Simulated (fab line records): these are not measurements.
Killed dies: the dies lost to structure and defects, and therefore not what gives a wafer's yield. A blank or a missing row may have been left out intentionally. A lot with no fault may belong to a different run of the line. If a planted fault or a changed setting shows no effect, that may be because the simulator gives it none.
Which of the tools did it? ; flow n5_finfet ; 10 lots, 30 wafers sampled, at 3 steps of a route of 1938

## WHAT EACH GAUGE READ, for each wafer
N5_BEOL_M5_INSPECT_30: inspects for defects (brightfield).
lot;measured;on;raw_defect_count
L641;day 7 20:14;defect_inspect-02;381 365 270
L642;day 8 03:49;defect_inspect-01;534 370 528
L643;day 8 13:50;defect_inspect-01;301 375 279
L647;day 9 00:04;defect_inspect-01;290 388 636
L651;day 10 17:11;defect_inspect-01;808 817 1057
L653;day 10 23:39;defect_inspect-01;937 921 984
L657;day 12 01:20;defect_inspect-02;358 386 397
L659;day 12 19:48;defect_inspect-02;353 352 363
L663;day 13 18:29;defect_inspect-02;448 335 357
L664;day 13 21:48;defect_inspect-02;338 467 303

## TOOL THAT RAN EACH LOT (tool first, then ch and the chambers of the sampled wafers, then the start)
lot;N5_BEOL_M5_ETCH_62;N5_BEOL_M5_HM_OPEN_17
L641;rie_diel-03 ch 1,3, day 7 19:02;rie_metal-02 ch 0,1, day 7 19:13
L642;rie_diel-03 ch 0,2,3, day 8 02:59;rie_metal-02 ch 0,1, day 8 03:10
L643;rie_diel-02 ch 0,3, day 8 12:49;rie_metal-02 ch 0,1, day 8 12:59
L647;rie_diel-03 ch 1,2,3, day 8 22:11;rie_metal-02 ch 1, day 8 22:21
L651;rie_diel-03 ch 0,2,3, day 10 16:02;rie_metal-02 ch 0,1, day 10 16:12
L653;rie_diel-03 ch 1,2,3, day 10 22:52;rie_metal-02 ch 0,1, day 10 23:02
L657;rie_diel-03 ch 0,2,3, day 11 23:38;rie_metal-03 ch 0,1, day 11 23:49
L659;rie_diel-06 ch 0,1,3, day 12 18:53;rie_metal-03 ch 0,1, day 12 19:04
L663;rie_diel-06 ch 0,2, day 13 17:35;rie_metal-03 ch 0,1, day 13 17:47
L664;rie_diel-06 ch 0,1,2, day 13 19:53;rie_metal-01 ch 0,1, day 13 20:03
- N5_BEOL_M5_ETCH_62: etches SOC in N2/H2, target depth 75 nm, overetch 15 nm, time 112.5 s.
- N5_BEOL_M5_HM_OPEN_17: chemistry Cl2/BCl3, target TiN, target depth 20 nm, overetch 6 nm.

## AS READ BY THE TOOLS THEMSELVES (means over the sampled wafers that have a number; for cases with no such wafer, the mark the record gives instead)
N5_BEOL_M5_ETCH_62.
lot;tool;drypump_motor_current_A (A);oes_product_au (a.u.);rf_vpp_V (V);showerhead_plenum_p_Torr (Torr);throttle_valve_pct (%)
L641;rie_diel-03;5.60;0.56;524.3;2.56;17.99
L642;rie_diel-03;5.85;0.60;524.3;2.54;17.81
L643;rie_diel-02;5.72;0.72;522.8;2.49;17.59
L647;rie_diel-03;5.79;0.59;524.5;2.57;17.92
L651;rie_diel-03;5.90;0.59;523.6;2.54;17.84
L653;rie_diel-03;5.78;0.58;524.7;2.57;17.95
L657;rie_diel-03;5.90;0.58;523.8;2.53;17.84
L659;rie_diel-06;6.02;0.59;523.6;2.57;17.87
L663;rie_diel-06;5.96;0.55;523.2;2.53;17.78
L664;rie_diel-06;6.12;0.58;524.2;2.56;17.72

N5_BEOL_M5_HM_OPEN_17.
lot;tool;drypump_motor_current_A (A);oes_product_au (a.u.);throttle_valve_pct (%)
L641;rie_metal-02;5.8;0.64;22.18
L642;rie_metal-02;5.5;0.65;22.08
L643;rie_metal-02;5.9;0.63;22.20
L647;rie_metal-02;5.1;0.66;21.96
L651;rie_metal-02;5.8;0.63;22.20
L653;rie_metal-02;5.9;0.63;22.20
L657;rie_metal-03;5.5;0.67;22.14
L659;rie_metal-03;5.5;0.67;22.13
L663;rie_metal-03;5.5;0.66;22.15
L664;rie_metal-01;5.7;0.68;21.93

## THE ANSWER, worked out from the rows above alone
Rule: the lots themselves supply what counts as usual. The widest of any qualifying gaps counts: lots, ordered by their means at a reading, are off when they make up no more than a third of the lots, leave a main group of 4 or more, and stand apart from it by 3 or more times the standard deviation of that group's means. Not used: any main group whose means are identical at the precision the tables above print for the reading. Also off: a lot with no number at a reading for which 4 or more lots have one. All remaining lots with rows at the step are treated as sound. After the gauges, taken in route order, come the tools' own readings; for these a lot's mean is taken, as printed above. At the first step where some lot is off, the reading lying furthest off is the one used; lots without a number count as furthest.
Off: L651, L653, at N5_BEOL_M5_INSPECT_30 (raw_defect_count). Mean 382 and standard deviation 49 in the main group.
If a tool, at a process step before that reading, ran all the lots that are off and no sound lot after the first of them, it fits. Those tools and the gauges at N5_BEOL_M5_INSPECT_30 are tried in the same way. Undecided on this evidence; 2 tools fit (rie_metal-02 at N5_BEOL_M5_HM_OPEN_17, defect_inspect-01 at N5_BEOL_M5_INSPECT_30).

## WHAT THE SIMULATOR HAD PUT IN
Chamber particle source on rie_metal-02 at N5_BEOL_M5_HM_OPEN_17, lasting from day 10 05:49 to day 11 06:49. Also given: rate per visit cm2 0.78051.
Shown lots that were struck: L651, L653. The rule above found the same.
